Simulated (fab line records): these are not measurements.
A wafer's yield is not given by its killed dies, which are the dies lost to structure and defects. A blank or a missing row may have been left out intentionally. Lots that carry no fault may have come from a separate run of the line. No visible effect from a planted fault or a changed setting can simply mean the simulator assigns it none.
fab line records	flow nandHarc
[record] lots = 6	wafers = 18	lastDay = 30
route steps=1302 shown A_SGD_CUT@901
lots with no fault: from the same line, run without faults
startH: the number of hours between the record's first day and the start of the first shown wafer of the lot	waitH: hours since the lot's step before	" as in the row above	L1.1+2: one row covering several wafers at once	- value missing, or start not given	* or withheld: withheld	< > ~ a bound
route shown NAME@n: NAME is a module with steps in the file, n the number in the route of the first one	usual: mean/standard deviation of fault-free wafers	same: alike in all rows	chamber/n: place in a boat	sites: per-site readings	_std_site: the standard deviation of these	_edge_site: outer sites' mean less inner sites'	radiusMm: how far each site lies from the wafer's centre	mask NAME#n: copy n	behind: the tool/chamber that last shaped the wafer	hold: what put the lot on hold/how long, in hours/how the hold closed	device: whichever transistor did not switch (one of n, p or np)	end of line: the tests these same wafers got at the end of their route	a step given without rows: its recipe and nothing more	killed: the dies lost at the first sort to structure and to defects; this is not the yield of the wafer	map: a wafer's dies, marking killed ones x, the rest . and places with no die _
set.NAME: the run value of the setting; set.NAME@STEP: its run value at that earlier step	model.NAME: the simulator's own value behind a step, which no gauge read
certain route steps with their lots: each step a table, each wafer a row
services: when a tool's chamber went out of use (startH, in hours from the record's first day, below 0 if earlier), for how many hours, and the reason
[[steps]]
[step NHARC_A_SGD_CUT_CD_MEAS_09]
[recipe] targetCdNm = 100	landingEnergyEv = 500
[usual] cdNm = 100.1/0.44
lot.wafer	tool	chamber	startH	waitH	cdNm
L178.1	cdSem-02	0	483.70	-	100.7
L178.2	"	0	"	"	100.6
L178.6	"	0	"	"	100.7
L177.2	cdSem-03	0	492.97	-	101.2
L177.3	"	0	"	"	100.7
L177.5	"	0	"	"	100.8
L184.1	cdSem-02	0	564.12	-	100.2
L184.3	"	0	"	"	100.3
L184.5	"	0	"	"	99.8
L187.1	cdSem-02	0	567.10	-	100.3
L187.5	"	0	"	"	100.1
L187.6	"	0	"	"	99.9
L185.1	cdSem-02	0	568.49	-	99.6
L185.3	"	0	"	"	99.3
L185.4	"	0	"	"	100.4
L188.4	cdSem-03	0	587.04	-	99.7
L188.5	"	0	"	"	100.0
L188.6	"	0	"	"	100.6
[step NHARC_A_SGD_CUT_OVL_MEAS_10]
[usual] overlayXNm = 0.2/0.74	overlayYNm = -0.2/0.77
lot.wafer	tool	chamber	startH	waitH	overlayXNm	overlayYNm
L178.1	overlay-02	-	483.79	-	0.3	-0.6
L178.2	"	-	"	"	0.8	-0.4
L178.6	"	-	"	"	0.6	-0.8
L177.2	overlay-01	-	493.06	-	0.4	-1.0
L177.3	"	-	"	"	0.5	-0.4
L177.5	"	-	"	"	0.4	-0.7
L184.1	overlay-01	-	564.21	-	0.9	-0.3
L184.3	"	-	"	"	0.8	0.1
L184.5	"	-	"	"	0.7	0.1
L187.1	overlay-02	-	567.19	-	-0.2	0.1
L187.5	"	-	"	"	-0.3	-0.3
L187.6	"	-	"	"	-0.1	-0.3
L185.1	overlay-01	-	568.58	-	0.4	-0.3
L185.3	"	-	"	"	-0.3	-0.8
L185.4	"	-	"	"	0.2	0.1
L188.4	overlay-02	-	587.12	-	0.1	-0.5
L188.5	"	-	"	"	-0.1	-1.1
L188.6	"	-	"	"	0.1	0.0
[step NHARC_A_SGD_CUT_INSPECT_11]
[usual] rawDefectCount = 55/30
lot.wafer	tool	chamber	startH	waitH	rawDefectCount
L178.1	defectInspect-02	-	483.82	0.0	55
L178.2	"	-	"	"	60
L178.6	"	-	"	"	68
L177.2	defectInspect-02	-	493.09	0.0	54
L177.3	"	-	"	"	68
L177.5	"	-	"	"	69
L184.1	defectInspect-02	-	564.24	0.0	29
L184.3	"	-	"	"	29
L184.5	"	-	"	"	31
L187.1	defectInspect-01	-	567.23	0.0	36
L187.5	"	-	"	"	42
L187.6	"	-	"	"	39
L185.1	defectInspect-01	-	568.62	0.0	13
L185.3	"	-	"	"	11
L185.4	"	-	"	"	7
L188.4	defectInspect-01	-	587.15	0.0	19
L188.5	"	-	"	"	23
L188.6	"	-	"	"	13
[step NHARC_A_SGD_CUT_DESCUM_14]
[recipe] timeS = 3	o2FlowSccm = 200	arFlowSccm = 0	biasPowerW = 0	chemistry = O2
[usual] chamberPressureMTorr = 60.00/0.057	drypumpMotorCurrentA = 5.6/0.34	oesProductAu = 0.999/0.0072	rfVppV = 57.7/0.86	showerheadPlenumPTorr = 1.91/0.099	throttleValvePct = 11.312/0.0093
lot.wafer	tool	chamber	startH	waitH	chamberPressureMTorr	drypumpMotorCurrentA	oesProductAu	rfHoursCounterH	rfVppV	showerheadPlenumPTorr	throttleValvePct
L178.2	rieDiel-03	2	483.88	0.1	60.01	6.0	0.993	0	57.4	1.81	11.323
L178.1	"	1	"	"	60.01	6.1	0.997	1	59.1	1.77	11.307
L178.6	"	3	"	"	60.01	6.0	0.988	-	57.9	2.01	11.332
L177.3	rieDiel-11	0	493.16	0.1	60.03	5.3	1.009	2	56.8	1.86	11.313
L177.2	"	2	"	"	60.02	5.8	0.995	2	58.9	1.82	11.325
L177.5	"	3	"	"	59.96	5.1	1.000	-	57.4	1.86	11.313
L184.1	rieDiel-03	3	564.32	0.1	60.00	6.0	0.989	6	58.7	2.00	11.331
L184.3	"	0	"	"	59.98	4.9	1.002	7	57.0	1.83	11.321
L184.5	"	2	"	"	60.07	6.0	1.005	-	56.9	1.81	11.309
L187.1	rieDiel-03	1	567.30	0.1	59.96	6.1	0.999	7	57.6	1.77	11.319
L187.5	"	0	"	"	59.99	5.0	0.995	-	57.3	1.83	11.306
L187.6	"	1	"	"	60.01	6.1	0.990	-	56.8	1.77	11.303
L185.1	rieDiel-11	2	568.68	0.1	59.98	5.7	1.002	5	56.3	1.82	11.305
L185.4	"	0	"	"	60.03	5.3	1.009	4	57.3	1.86	11.309
L185.3	"	1	"	"	59.98	5.9	1.016	4	56.9	2.06	11.320
L188.4	rieDiel-01	1	587.23	0.1	60.07	5.4	1.006	2	58.9	1.92	11.310
L188.6	"	3	"	"	59.95	5.3	1.004	-	57.5	1.78	11.302
L188.5	"	0	"	"	59.97	5.6	0.992	-	58.2	2.05	11.311
[step NHARC_A_SGD_CUT_ETCH_58]
[recipe] targetDepthA = 390	overEtchFrac = 0.3	timeS = 65	ionEnergyEv = 80	cf4FlowSccm = 150	arFlowSccm = 0	rfW = 300	biasW = 100	chemistry = CF4
[usual] chamberPressureMTorr = 50.00/0.041	drypumpMotorCurrentA = 5.6/0.36	oesProductAu = 0.999/0.0079	rfVppV = 151.1/1.3	showerheadPlenumPTorr = 1.76/0.086	throttleValvePct = 13.285/0.0091
[same] overEtchFrac = 0.3
lot.wafer	tool	chamber	startH	waitH	chamberPressureMTorr	drypumpMotorCurrentA	oesProductAu	rfHoursCounterH	rfVppV	showerheadPlenumPTorr	throttleValvePct
L178.1	rieDiel-03	1	483.97	0.1	49.93	6.2	0.980	1	150.4	1.65	13.284
L178.2	"	3	"	"	50.03	6.0	0.980	2	151.4	1.85	13.286
L178.6	"	1	"	"	49.98	6.2	0.990	-	149.6	1.65	13.292
L177.2	rieDiel-11	2	493.24	0.1	50.01	5.7	0.990	2	149.8	1.68	13.288
L177.3	"	0	"	"	49.98	5.3	0.997	2	151.0	1.72	13.282
L177.5	"	1	"	"	49.98	5.9	1.003	-	152.4	1.90	13.281
L184.1	rieDiel-03	3	564.40	0.1	50.04	6.0	0.984	6	151.2	1.85	13.294
L184.3	"	0	"	"	49.98	4.9	1.002	7	149.4	1.70	13.286
L184.5	"	2	"	"	50.00	6.0	0.984	-	150.2	1.68	13.284
L187.1	rieDiel-03	2	567.39	0.1	50.03	6.0	0.996	6	150.9	1.68	13.279
L187.6	"	3	"	"	49.97	6.0	0.991	-	151.0	1.85	13.295
L187.5	"	0	"	"	49.98	4.9	1.001	-	152.1	1.70	13.293
L185.3	rieDiel-11	3	568.76	0.1	50.03	5.0	1.005	5	150.2	1.72	13.274
L185.4	"	1	"	"	50.05	5.9	1.015	4	153.4	1.89	13.272
L185.1	"	2	"	"	50.04	5.7	1.004	5	150.4	1.68	13.270
L188.4	rieDiel-01	1	587.31	0.1	50.10	5.3	1.015	2	150.2	1.77	13.298
L188.6	"	0	"	"	50.04	5.7	0.998	-	152.4	1.88	13.288
L188.5	"	1	"	"	50.04	5.3	1.007	-	152.2	1.77	13.302
[step NHARC_A_SGD_CUT_ETCH_59]
[recipe] targetDepthA = 2600	overEtchFrac = 0.25	timeS = 406.25	ionEnergyEv = 200	n2FlowSccm = 150	h2FlowSccm = 150	arFlowSccm = 0	rfW = 400	biasW = 150	chemistry = N2/H2
[usual] chamberPressureMTorr = 30.000/0.027	drypumpMotorCurrentA = 5.6/0.35	oesProductAu = 1.000/0.0073	rfVppV = 430/3.1	showerheadPlenumPTorr = 2.02/0.11	throttleValvePct = 14.172/0.0088
[same] overEtchFrac = 0.25
lot.wafer	tool	chamber	startH	waitH	chamberPressureMTorr	drypumpMotorCurrentA	oesProductAu	rfHoursCounterH	rfVppV	showerheadPlenumPTorr	throttleValvePct
L178.1	rieDiel-03	0	-	-	29.990	4.9	0.993	2	428	1.95	14.173
L178.2	"	1	"	"	29.994	6.1	1.000	1	426	1.89	14.175
L178.6	"	1	"	"	29.993	6.2	0.996	-	426	1.89	14.163
L177.3	rieDiel-11	2	-	-	29.979	5.8	0.992	2	429	1.93	14.173
L177.2	"	3	"	"	29.979	5.1	1.000	2	428	1.98	14.175
L177.5	"	3	"	"	29.985	5.1	1.006	-	430	1.98	14.157
L184.1	rieDiel-03	3	-	-	29.998	6.0	0.983	6	433	2.14	14.183
L184.3	"	0	"	"	30.021	4.9	1.002	7	429	1.95	14.175
L184.5	"	2	"	"	29.989	6.0	1.001	-	428	1.93	14.184
L187.1	rieDiel-03	1	-	-	29.996	6.2	0.991	8	426	1.89	14.162
L187.6	"	0	"	"	29.958	4.9	0.998	-	428	1.95	14.165
L187.5	"	1	"	"	29.980	6.2	0.996	-	425	1.89	14.170
L185.3	rieDiel-11	1	-	-	30.052	5.9	1.009	4	435	2.20	14.182
L185.1	"	3	"	"	30.028	5.1	1.002	5	429	1.98	14.168
L185.4	"	0	"	"	29.964	5.3	0.995	4	428	1.98	14.180
L188.4	rieDiel-01	1	-	-	29.977	5.3	1.010	2	430	2.04	14.166
L188.5	"	2	"	"	29.990	5.6	1.001	-	433	2.11	14.172
L188.6	"	3	"	"	30.005	5.3	0.995	-	425	1.89	14.160
[step NHARC_A_SGD_CUT_ETCH_15]
[recipe] targetDepthA = 750	timeS = 64.3	ch3fFlowSccm = 50	o2FlowSccm = 30	arFlowSccm = 200	rfW = 500	biasW = 100	chemistry = CH3F/O2
[step NHARC_A_SGD_CUT_ETCH_16]
[recipe] targetDepthA = 3105	timeS = 155.2	c4f8FlowSccm = withheld	o2FlowSccm = 8	arFlowSccm = withheld	rfW = 600	biasW = 800	chemistry = C4F8/O2/Ar
[usual] chamberPressureMTorr = 25.001/0.028	oesProductAu = 0.967/0.017	rfVppV = 722/5.4
lot.wafer	tool	chamber	startH	waitH	chamberPressureMTorr	oesProductAu	rfHoursCounterH	rfVppV
L178.1	rieDiel-03	1	-	-	25.006	0.981	2	714
L178.2	"	2	"	"	25.046	0.961	1	718
L178.6	"	0	"	"	24.989	0.985	-	717
L177.3	rieDiel-11	2	-	-	24.994	0.941	3	719
L177.2	"	3	"	"	24.981	0.948	2	721
L177.5	"	2	"	"	24.965	0.939	-	717
L184.3	rieDiel-03	3	-	-	25.014	0.923	7	729
L184.1	"	0	"	"	25.008	0.923	7	720
L184.5	"	0	"	"	25.019	0.925	-	721
L187.1	rieDiel-03	2	-	-	24.988	0.959	6	717
L187.5	"	3	"	"	25.009	0.956	-	729
L187.6	"	0	"	"	24.994	0.960	-	719
L185.4	rieDiel-11	2	-	-	25.023	0.963	5	718
L185.1	"	3	"	"	25.005	0.982	5	720
L185.3	"	1	"	"	24.995	0.987	4	731
L188.4	rieDiel-01	1	-	-	24.999	0.989	2	723
L188.6	"	0	"	"	25.045	0.961	-	731
L188.5	"	1	"	"	25.007	0.978	-	724
[step NHARC_A_SGD_CUT_STRIP_60]
[recipe] c4f8FlowSccm = withheld	o2FlowSccm = 8	arFlowSccm = withheld	biasW = 0	chemistry = C4F8/O2/Ar
[step NHARC_A_SGD_CUT_STRIP_17]
[recipe] o2FlowSccm = 500	arFlowSccm = 0	biasW = 0	chemistry = O2
[usual] chamberPressureMTorr = 60.00/0.052	drypumpMotorCurrentA = 5.6/0.34	oesProductAu = 0.999/0.007	rfVppV = 57.7/0.92	showerheadPlenumPTorr = 3.50/0.17	throttleValvePct = 17.037/0.0093
lot.wafer	tool	chamber	startH	waitH	chamberPressureMTorr	drypumpMotorCurrentA	oesProductAu	rfHoursCounterH	rfVppV	showerheadPlenumPTorr	throttleValvePct
L178.1	rieDiel-03	2	-	-	59.99	6.0	0.995	1	57.0	3.35	17.054
L178.2	"	3	"	"	59.83	6.0	1.000	2	58.5	3.69	17.031
L178.6	"	1	"	"	60.05	6.2	0.994	-	57.3	3.29	17.042
L177.2	rieDiel-11	0	-	-	60.05	5.3	0.999	2	58.4	3.44	17.032
L177.3	"	1	"	"	60.01	5.9	1.012	2	59.2	3.78	17.028
L177.5	"	3	"	"	59.95	5.1	1.015	-	57.6	3.44	17.051
L184.3	rieDiel-03	2	-	-	60.03	6.0	0.995	6	57.4	3.35	17.031
L184.1	"	0	"	"	59.95	5.0	0.994	7	58.3	3.38	17.045
L184.5	"	1	"	"	59.99	6.2	0.984	-	57.1	3.29	17.036
L187.1	rieDiel-03	3	-	-	59.83	6.0	0.993	7	58.8	3.69	17.036
L187.5	"	1	"	"	60.00	6.1	0.985	-	57.0	3.29	17.055
L187.6	"	2	"	"	60.07	6.0	0.993	-	56.0	3.35	17.043
L185.4	rieDiel-11	1	-	-	60.02	5.9	1.018	4	57.2	3.78	17.024
L185.1	"	2	"	"	59.99	5.7	1.007	5	58.3	3.36	17.036
L185.3	"	3	"	"	59.99	5.1	1.003	5	56.4	3.44	17.034
L188.4	rieDiel-01	3	-	-	60.04	5.3	0.999	2	58.3	3.30	17.034
L188.5	"	3	"	"	60.03	5.3	0.994	-	58.1	3.30	17.023
L188.6	"	0	"	"	59.98	5.6	1.003	-	57.5	3.75	17.044
[step NHARC_A_SGD_CUT_PRECLEAN_18]
[recipe] timeS = *	tempC = 50	bathAgeMin = 0	chemistry = SC1
[step NHARC_A_SGD_CUT_SRD_19]
[step NHARC_A_SGD_CUT_DEP_20]
[recipe] targetThkA = 1500	tempC = 65	material = SiO2
lot.wafer	tool	chamber	startH	waitH
L178.1+2+6	fcvd-02	0	485.04	0.1
L177.2+3+5	fcvd-01	1,1,0	494.30	-
L184.1+3+5	fcvd-01	0,1,0	565.90	-
L187.1+5+6	fcvd-01	1,1,0	568.41	-
L185.1+3+4	fcvd-02	1,1,0	569.79	-
L188.4+5+6	fcvd-02	0,1,0	588.41	-
[step NHARC_A_SGD_CUT_ANNEAL_27]
[recipe] tempC = 450	timeS = 1800
[step NHARC_A_SGD_CUT_CMP_21]
[recipe] targetThkNm = 148.19
[usual] motorCurrentA = 10.7/0.85	timeToEndpointS = 50.3/2.4
lot.wafer	tool	chamber	startH	waitH	motorCurrentA	timeToEndpointS
L178.1	cmp-04	3	488.67	0.4	12.1	52.2
L178.2	"	0	"	"	9.6	50.3
L178.6	"	0	"	"	9.7	51.8
L177.2	cmp-03	1	499.34	0.4	13.4	55.0
L177.3	"	3	"	"	10.1	50.5
L177.5	"	1	"	"	12.7	50.0
L184.1	cmp-01	3	571.14	0.4	10.4	51.7
L184.3	"	0	"	"	10.5	48.6
L184.5	"	3	"	"	10.6	48.7
L187.1	cmp-04	1	571.19	0.4	9.9	54.0
L187.5	"	2	"	"	11.0	51.5
L187.6	"	3	"	"	11.9	50.7
L185.3	cmp-04	3	574.57	0.4	12.2	52.8
L185.1	"	0	"	"	9.7	60.9
L185.4	"	2	"	"	11.6	63.6
L188.4	cmp-04	0	594.30	0.4	10.2	61.2
L188.6	"	3	"	"	12.0	49.2
L188.5	"	0	"	"	10.7	48.8
[step NHARC_A_SGD_CUT_THK_MEAS_22]
[recipe] thkMeasGauge = ellipsometry
[usual] thkNm = 148.3/1.5
lot.wafer	tool	chamber	startH	waitH	thkNm
L178.1	filmMetro-02	-	488.93	0.2	148.9
L178.2	"	-	"	"	150.0
L178.6	"	-	"	"	148.6
L177.2	filmMetro-02	-	499.59	0.2	146.8
L177.3	"	-	"	"	148.3
L177.5	"	-	"	"	146.0
L187.1	filmMetro-02	-	571.37	0.2	151.6
L187.5	"	-	"	"	150.4
L187.6	"	-	"	"	148.2
L184.1	filmMetro-02	-	571.38	0.2	148.5
L184.3	"	-	"	"	147.2
L184.5	"	-	"	"	149.1
L185.1	filmMetro-02	-	574.82	0.2	150.0
L185.3	"	-	"	"	147.0
L185.4	"	-	"	"	147.9
L188.4	filmMetro-02	-	594.53	0.2	148.0
L188.5	"	-	"	"	148.4
L188.6	"	-	"	"	148.9
[[services]]
tool	chamber	startH	hours	kind
cmp-04	-	462.84	0.7	repair
rieDiel-03	2	463.52	11.5	repair
cmp-01	-	464.37	0.7	repair
cmp-04	-	465.44	0.4	repair
rieDiel-03	0	467.30	-	clean
rieDiel-03	1	467.30	-	clean
rieDiel-03	3	467.30	-	clean
cmp-01	-	479.53	4.0	pm
fcvd-02	1	482.74	9.3	repair
rieDiel-03	0	491.80	-	clean
cmp-04	-	503.33	4.0	pm
rieDiel-11	-	508.07	0.5	repair
rieDiel-01	3	528.75	8.7	repair
rieDiel-11	0	533.08	5.3	repair
cmp-01	-	538.45	0.7	repair
cmp-03	-	540.96	2.4	repair
fcvd-01	-	547.00	13.0	pm
rieDiel-11	0	549.59	11.6	repair
cmp-03	-	554.17	4.0	pm
rieDiel-01	-	558.03	9.0	pm
cmp-01	-	564.98	1.5	repair
cmp-01	-	577.53	4.0	pm
rieDiel-03	2	592.18	1.6	repair
rieDiel-01	1	593.29	3.7	repair
[[key]]
[firstSign] step = NHARC_A_SGD_CUT_CMP_21	reading = timeToEndpointS	direction = up	sigmas = 4.8	usual = *	struck = *
effect none on later readings
metAt NHARC_A_SGD_CUT_DEP_20
struckWafers L185.1,L185.4,L188.4
testerLeftOut L185,L188
onsetBetween 485.04 569.79
[fault] kind = processParameterDrift	tool = fcvd-02	chamber = -	onsetH = 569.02	steps = NHARC_A_SGD_CUT_DEP_20	channel = targetThkA	offset = *	shape = step	endH = 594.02	scope = struckWafersOnly	actsIn = *	stated = *
// testerLeftOut: of these lots the tester's yield and bins aren't shown, on N5 and GAA mostly nor the transistor test; their killed dies are dies lost to structure and defects alone, not to doping, threshold or leakage, so they don't give the yield
